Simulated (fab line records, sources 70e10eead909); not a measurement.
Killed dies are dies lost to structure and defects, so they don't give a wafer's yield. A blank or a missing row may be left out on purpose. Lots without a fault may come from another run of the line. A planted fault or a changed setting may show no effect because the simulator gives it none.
A struck lot beside a sound one | flow nand_harc | 15 steps out of a route of 1302
Sound: wafers L201.2, L201.3, L201.6. Struck: wafer L192.5. The cause comes at the end.
At each step with rows: each side's tool, then ch and its chambers, then its first start. Under that, the readings that differ: sound wafers | struck wafers | difference of the means | sigmas: that difference in standard deviations of wafers without a fault.
alike: readings whose means differ by less than 2 such deviations, and words and numbers that are the same on both sides. not compared: withheld readings, readings that some wafer has no value for, bounds like >300 that may hide the same value, and numbers for which the record gives no deviation and whose values overlap.
The two part at a step that has a row with sigmas, a row that says differs or no value, or rows on one side only. Numbers that don't overlap but have no deviation are shown without sigmas and don't part them. A reading that every wafer of one side lacks parts them only if that side has two wafers or more.

first, 7 steps without rows for these wafers: NHARC_A_BLC_COAT_03 (time 65 s); NHARC_A_BLC_COAT_04 (resist thk 90 nm); NHARC_A_BLC_SOFTBAKE_05 (time 55 s); NHARC_A_BLC_EBR_06; NHARC_A_BLC_EXPOSE_07 (exposes mask A BLC, target cd 100 nm); NHARC_A_BLC_PEB_08 (peb time 65 s); NHARC_A_BLC_DEVELOP_09 (develop time 35 s).
NHARC_A_BLC_CD_MEAS_10: target cd 100 nm.
  sound on cd_sem-03 ch 0, day 30 06:13; struck on cd_sem-03 ch 0, day 26 09:27
  alike: cd_nm
NHARC_A_BLC_OVL_MEAS_11:
  sound on overlay-01, day 30 06:19; struck on overlay-02, day 26 09:32
  alike: overlay_x_nm, overlay_y_nm
NHARC_A_BLC_INSPECT_12:
  sound on defect_inspect-01, day 30 06:20; struck on defect_inspect-02, day 26 09:34
  alike: raw_defect_count
NHARC_A_BLC_DESCUM_15: chemistry O2, time 3 s.
  sound on rie_diel-06 ch 1,3, day 30 06:25; struck on rie_diel-10 ch 1, day 26 09:39
  reading                | sound                | struck | difference | sigmas
  o2_flow_sccm (sccm)    | 200.3 200.3 199.7    | 198.9  | -1.2       | -2
  oes_product_au (a.u.)  | 1.013 1.012 1.000    | 0.989  | -0.019     | -2
  throttle_valve_pct (%) | 11.322 11.317 11.322 | 11.298 | -0.022     | -3
  alike: drypump_motor_current_A, rf_vpp_V, showerhead_plenum_p_Torr
  not compared: rf_hours_counter_h
NHARC_A_BLC_ETCH_16: etches the open film in CF4, target depth 39 nm, time 65 s.
  sound on rie_diel-06 ch 0,1,2, day 30 06:29; struck on rie_diel-10 ch 0, day 26 09:44
  reading               | sound             | struck | difference | sigmas
  oes_product_au (a.u.) | 1.014 1.001 1.013 | 0.988  | -0.021     | -2
  alike: drypump_motor_current_A, rf_vpp_V, run_length_s, showerhead_plenum_p_Torr, throttle_valve_pct
  not compared: rf_hours_counter_h
NHARC_A_BLC_ETCH_17: etches the open film in N2/H2, target depth 390 nm, time 609.38 s.
  sound on rie_diel-06 ch 0,1, day 30 06:37; struck on rie_diel-10 ch 0, day 26 10:01
  reading          | sound             | struck | difference | sigmas
  run_length_s (s) | 630.3 631.8 630.4 | 585.0  | -45.8      | -82
  alike: drypump_motor_current_A, oes_product_au, rf_vpp_V, showerhead_plenum_p_Torr, throttle_valve_pct
  not compared: rf_hours_counter_h
NHARC_A_BLC_ETCH_18: etches the open film in C4F8/O2/Ar, target depth 910 nm.
  sound on rie_diel-06 ch 1,2,3; struck on rie_diel-10 ch 3
  alike: oes_product_au, rf_vpp_V
  not compared: rf_hours_counter_h
then, 1 step without rows for these wafers: NHARC_END_SORT_01.

WHERE THEY PART
First at NHARC_A_BLC_DESCUM_15; last, within this record, at NHARC_A_BLC_ETCH_17. Later steps at which nothing parts them and some readings are alike: NHARC_A_BLC_ETCH_18.

WHY: what the simulator had put in
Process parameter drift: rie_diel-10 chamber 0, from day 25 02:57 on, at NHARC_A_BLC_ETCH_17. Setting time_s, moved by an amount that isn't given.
